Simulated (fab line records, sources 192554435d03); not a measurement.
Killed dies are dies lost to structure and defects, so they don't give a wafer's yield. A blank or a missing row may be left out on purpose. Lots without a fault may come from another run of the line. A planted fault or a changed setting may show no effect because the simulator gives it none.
Split-lot experiment | flow n5_finfet | 7 lots, 21 wafers read, on a route of 1938 steps

THE SPLIT
At N5_PASSIVATION_PASS_ETCH_47 (etches SiNx in CF4/O2, target depth 770 nm, time 385 s), the setting time_s was moved away from the recipe's 385 s on 8 of the 21 wafers read, by -20.4% to +12.3%. The other wafers ran this setting at the recipe's value.

The reading is taken at the split's own step.

THE READING
etch.depth_nm (the simulator's own value, which no gauge read), in nm, at N5_PASSIVATION_PASS_ETCH_47 (etches SiNx in CF4/O2, target depth 770 nm, time 385 s). The file gives no usual value for it. The 13 wafers here that ran the recipe average 776.5 nm, standard deviation 12 nm.

wafer  | tool, chamber at the split | time_s as run, s | against the recipe | etch.depth_nm, nm | against lot-mates on the recipe
L074.1 | rie_diel-05, 0             | 352.7            | -8.4%              | 709.8             | -58.0
L074.2 | rie_diel-05, 1             | 385              | recipe             | 767.8             | -
L074.6 | rie_diel-05, 3             | 352.7            | -8.4%              | 703.7             | -64.1
L076.1 | rie_diel-02, 2             | 385              | recipe             | 786.3             | -
L076.2 | rie_diel-02, 0             | 432.3            | +12.3%             | 882.7             | +96.4
L076.3 | rie_diel-02, 3             | 432.3            | +12.3%             | 867               | +80.7
L082.1 | rie_diel-02, 0             | 385              | recipe             | 785.6             | -
L082.4 | rie_diel-02, 2             | 385              | recipe             | 790               | -
L082.6 | rie_diel-02, 0             | 385              | recipe             | 792.6             | -
L087.4 | rie_diel-01, 3             | 385              | recipe             | 760.3             | -
L087.5 | rie_diel-01, 0             | 419.5            | +9.0%              | 856.4             | +94.4
L087.6 | rie_diel-01, 3             | 385              | recipe             | 763.7             | -
L089.1 | rie_diel-01, 1             | 385              | recipe             | 770               | -
L089.2 | rie_diel-01, 2             | 306.6            | -20.4%             | 603.8             | -166.2
L089.4 | rie_diel-01, 0             | 306.6            | -20.4%             | 617.2             | -152.8
L094.1 | rie_diel-02, 2             | 330.1            | -14.3%             | 667.2             | -97.7
L094.3 | rie_diel-02, 1             | 385              | recipe             | 761.4             | -
L094.5 | rie_diel-02, 3             | 385              | recipe             | 768.4             | -
L095.2 | rie_diel-05, 0             | 385              | recipe             | 777.2             | -
L095.4 | rie_diel-05, 2             | 385              | recipe             | 794.5             | -
L095.6 | rie_diel-05, 0             | 385              | recipe             | 776.1             | -

THE FIT
A straight line over all 21 wafers: etch.depth_nm changes by +8.12 nm for each +1% of time_s; r = +0.99; the points scatter about the line by 11 nm.
The same after taking each lot's own level away (the mean of its wafers on the recipe; 21 wafers): +7.7 nm for each +1%; r = +0.99; scatter 8.5 nm.
On that fit, the largest move of time_s shifts the reading by 1.6e+02 nm.
The lots' own levels span 762.00 to 789.40 nm, that is 2.3 times the standard deviation above.
So the lot-to-lot level changes the slope little: the two slopes agree.
Check: with one of the wafers moved furthest among these (-20.4%) left out of the fit, the line predicts -151 nm for it against its lot-mates. It came out at -166 nm against them.

OTHER SPLITS ON THESE WAFERS
These wafers also went through other splits before the reading. Each is held against what the fit with the lots' levels taken away leaves over:
other split on the same wafers        | wafers away from the commonest value | r with etch.depth_nm (lot level and that fit taken away)
N5_BEOL_M14_DEVELOP_27 develop_time_s | 8                                    | +0.03
N5_BEOL_M14_DEP_53 time_s             | 7                                    | -0.15
N5_BEOL_M15_ILD_DEP_00 time_s         | 5                                    | +0.13
N5_BEOL_M15_TRENCH_ETCH_34 time_s     | 6                                    | +0.29
N5_BEOL_M15_SPUTTER_45 time_s         | 3                                    | -0.10
N5_PASSIVATION_VIA_ETCH_13 bias_w     | 4                                    | +0.31

THE FILE'S OWN FIT
etch.depth_nm changes by +7.71 nm for each +1% of time_s, r = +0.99.
